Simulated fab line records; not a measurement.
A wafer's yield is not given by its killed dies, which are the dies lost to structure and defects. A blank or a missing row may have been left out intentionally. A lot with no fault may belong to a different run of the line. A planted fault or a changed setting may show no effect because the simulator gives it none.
Chamber matching + flow nandHarc + NHARC_P_ZERO_WELL_DESCUM_13 on rieDiel-04: 4 sister chambers
The step chemistry O2, time 3 s. 8 wafers are shown with their chamber, then 9 later ones without.

== WAFERS WITH THEIR CHAMBER ==
| wafer  | chamber | drypumpMotorCurrentA (A) | throttleValvePct (%) |
|--------|---------|--------------------------|----------------------|
| L082.1 | 0       | 5.4                      | 11.318               |
| L082.6 | 3       | 5.2                      | 11.290               |
| L084.2 | 2       | 6.5                      | 11.310               |
| L084.3 | 1       | 5.2                      | 11.338               |
| L084.5 | 2       | 6.5                      | 11.302               |
| L089.1 | 1       | 5.3                      | 11.316               |
| L089.2 | 0       | 5.4                      | 11.318               |
| L089.5 | 3       | 5.2                      | 11.311               |

== WAFERS WITH NO CHAMBER GIVEN ==
| wafer  | drypumpMotorCurrentA (A) | throttleValvePct (%) |
|--------|--------------------------|----------------------|
| L092.1 | 5.2                      | 11.307               |
| L092.2 | 5.3                      | 11.302               |
| L092.4 | 6.5                      | 11.320               |
| L094.1 | 5.2                      | 11.302               |
| L094.3 | 5.4                      | 11.309               |
| L094.4 | 6.5                      | 11.309               |
| L097.1 | 5.2                      | 11.312               |
| L097.3 | 5.2                      | 11.304               |
| L097.5 | 6.5                      | 11.305               |

== THE CHAMBER EACH PASSED THROUGH ==
| wafer  | from the rows above          | in truth |
|--------|------------------------------|----------|
| L092.1 | can't be placed: 3 or 1      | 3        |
| L092.2 | can't be placed: 1 or 3 or 0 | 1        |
| L092.4 | 2                            | 2        |
| L094.1 | 3                            | 3        |
| L094.3 | 0                            | 0        |
| L094.4 | 2                            | 2        |
| L097.1 | can't be placed: 3 or 1      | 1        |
| L097.3 | 3                            | 3        |
| L097.5 | 2                            | 2        |
Correct placement for 6 of the 9. Not placeable from these rows: 3 (in 3, the candidates include the true chamber). Number placed wrongly: 0.
How it was worked out, from the rows above alone: a wafer's distance from a chamber is the root of the sum, over the readings, of the square of ((its reading less the chamber's mean) divided by the reading's scatter). The wafer belongs to the nearest chamber; if the next one is less than 2 further off, it can't be placed. A chamber's mean is the mean of its shown wafers. The scatter: take each reading less its chamber's mean, square it, sum over the shown wafers, divide by the number of wafers less the number of chambers, and take the root.
